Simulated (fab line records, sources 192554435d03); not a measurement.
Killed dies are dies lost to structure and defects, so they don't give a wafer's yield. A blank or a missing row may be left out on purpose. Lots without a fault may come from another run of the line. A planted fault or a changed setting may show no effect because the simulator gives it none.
Problem report in the 8D (eight disciplines) form, filled by code | flow n5_finfet | the parts of the form that need people (team, actions taken, sign-off) are left out

1. THE PROBLEM
plate_temp_C at N5_BEOL_M12_COAT_66 reads a mean of 208.32 C on 6 wafers of 2 lots; wafers without a fault read 219.99 C with a standard deviation of 0.18. That is -65 standard deviations from the usual mean.
The step: time 60 s, resist thk 110 nm.
First seen on wafer L245.1, day 14 10:31, on litho_track-01. The record holds 36 wafers of 12 lots with a number at this step. Rule for "out", or "out of limits": more than 4 standard deviations from the usual mean. The other wafers with a number count as sound.

2. WHAT IT IS AND WHAT IT IS NOT
question                    | is                                 | is not
which readings at this step | plate_temp_C, heater_power_total_W | -
which lots                  | L245, L247                         | L233, L235, L236, L239, L240, L242, L243, L252, L253, L254
which wafers of those lots  | all that have a number             | -
read on which tools         | litho_track-01                     | litho_track-02, litho_track-03
when                        | from day 14 10:31                  | up to then (21 sound wafers); but 9 sound wafers of L252, L253, L254 came after

3. SUSPECTS, AND WHAT RULES EACH OUT
Counting: a tool at a process step up to the reading stays a suspect if it ran every lot that is out and no sound lot after the first of them.
- litho_track-01 at N5_BEOL_M12_COAT_66 (time 60 s, resist thk 110 nm): kept. It ran every lot that is out, first L245 (day 14 10:31), and no sound lot after that; its last sound lot up to then is L239 (day 12 15:35). Its own readings are out on those wafers: heater_power_total_W, plate_temp_C.
Left after counting: litho_track-01 at N5_BEOL_M12_COAT_66.

4. THE CAUSE (what the simulator had put in)
Process parameter drift: litho_track-01, from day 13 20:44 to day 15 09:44, at N5_BEOL_M12_COAT_66. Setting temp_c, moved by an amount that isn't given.
Counting left only this tool.

5. THE CHAIN OF EFFECTS, in route order
Each row: a reading whose mean over the struck wafers that have a number lies more than 3 standard deviations from the usual. Only readings for which the record gives a usual standard deviation are gone through. hours: the time from each lot's start at the first step in this table that gives one to its start at this step, as a median over the lots. sigmas: the change in usual standard deviations.
hours | step                | reading              | usual    | on struck wafers | change | sigmas
0     | N5_BEOL_M12_COAT_66 | heater_power_total_W | 427.8 W  | 399.8            | -28.0  | -14
0     | N5_BEOL_M12_COAT_66 | plate_temp_C         | 219.99 C | 208.32           | -11.67 | -65
The process steps in it:
- N5_BEOL_M12_COAT_66: time 60 s, resist thk 110 nm.
Later measuring or inspecting steps at which every struck wafer that the step has a row for has a number for every such reading, and none has moved that far: N5_BEOL_M12_OVL_MEAS_29.

6. WHAT WOULD HAVE CAUGHT IT SOONER
In this record the first reading out of limits was taken at day 14 10:31, 14 hours after the fault began at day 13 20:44.
